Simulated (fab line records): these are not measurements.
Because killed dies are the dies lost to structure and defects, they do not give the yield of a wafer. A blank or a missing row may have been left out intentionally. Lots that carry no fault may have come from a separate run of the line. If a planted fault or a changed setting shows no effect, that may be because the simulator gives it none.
Matching of chambers + flow n5Finfet + N5_BEOL_M3_ETCH_77 on rieDiel-02 has 4 sister chambers
The step etches underlayer in N2/H2, target depth 6.5 nm, time 5.2 s. 14 wafers are shown with their chamber, then 7 later ones without.

## EACH WAFER AND ITS CHAMBER
| wafer  | chamber | showerheadPlenumPTorr (Torr) | drypumpMotorCurrentA (A) | throttleValvePct (%) |
|--------|---------|------------------------------|--------------------------|----------------------|
| L075.1 | 2       | 2.54                         | 5.2                      | 18.02                |
| L075.2 | 1       | 2.59                         | 5.4                      | 17.59                |
| L075.4 | 0       | 2.70                         | 5.9                      | 17.22                |
| L079.1 | 1       | 2.59                         | 5.4                      | 17.62                |
| L079.2 | 2       | 2.54                         | 5.2                      | 18.03                |
| L079.3 | 3       | 2.63                         | 5.7                      | 17.75                |
| L080.2 | 1       | 2.59                         | 5.4                      | 17.57                |
| L080.5 | 2       | 2.54                         | 5.2                      | 18.05                |
| L080.6 | 3       | 2.63                         | 5.8                      | 17.73                |
| L082.2 | 3       | 2.63                         | 5.8                      | 17.73                |
| L082.5 | 0       | 2.69                         | 5.9                      | 17.19                |
| L082.6 | 1       | 2.59                         | 5.4                      | 17.61                |
| L086.2 | 1       | 2.58                         | 5.4                      | 17.60                |
| L086.5 | 2       | 2.54                         | 5.2                      | 18.05                |

SIGNATURES (averages over the wafers above)
| reading               | chamber 0 | chamber 1 | chamber 2 | chamber 3 | scatter within a chamber |
|-----------------------|-----------|-----------|-----------|-----------|--------------------------|
| showerheadPlenumPTorr | 2.6950    | 2.5880    | 2.5400    | 2.6300    | 0.00361                  |
| drypumpMotorCurrentA  | 5.900     | 5.400     | 5.200     | 5.767     | 0.0258                   |
| throttleValvePct      | 17.2050   | 17.5980   | 18.0375   | 17.7367   | 0.0169                   |
Rule: a wafer's distance from a chamber is the root of the sum, over the readings, of the square of ((its reading less the chamber's mean) divided by the reading's scatter). The wafer belongs to the nearest chamber; if the next one is less than 2 further off, it can't be placed. The scatter: take each reading less its chamber's mean, square it, sum over the shown wafers, divide by the number of wafers less the number of chambers, and take the root.

## WAFERS WITHOUT THEIR CHAMBER
| wafer  | showerheadPlenumPTorr (Torr) | drypumpMotorCurrentA (A) | throttleValvePct (%) |
|--------|------------------------------|--------------------------|----------------------|
| L086.6 | 2.63                         | 5.8                      | 17.74                |
| L089.1 | 2.53                         | 5.2                      | 18.06                |
| L089.3 | 2.69                         | 5.9                      | 17.25                |
| L089.6 | 2.58                         | 5.4                      | 17.63                |
| L091.1 | 2.68                         | 5.9                      | 17.21                |
| L091.5 | 2.62                         | 5.8                      | 17.79                |
| L091.6 | 2.53                         | 5.1                      | 18.06                |

## THE CHAMBER EACH PASSED THROUGH
| wafer  | from the rows above | in truth |
|--------|---------------------|----------|
| L086.6 | 3                   | 3        |
| L089.1 | 2                   | 2        |
| L089.3 | 0                   | 0        |
| L089.6 | 1                   | 1        |
| L091.1 | 0                   | 0        |
| L091.5 | 3                   | 3        |
| L091.6 | 2                   | 2        |
7 of 7 placed correctly. Number that these rows cannot place: 0. Number placed wrongly: 0.
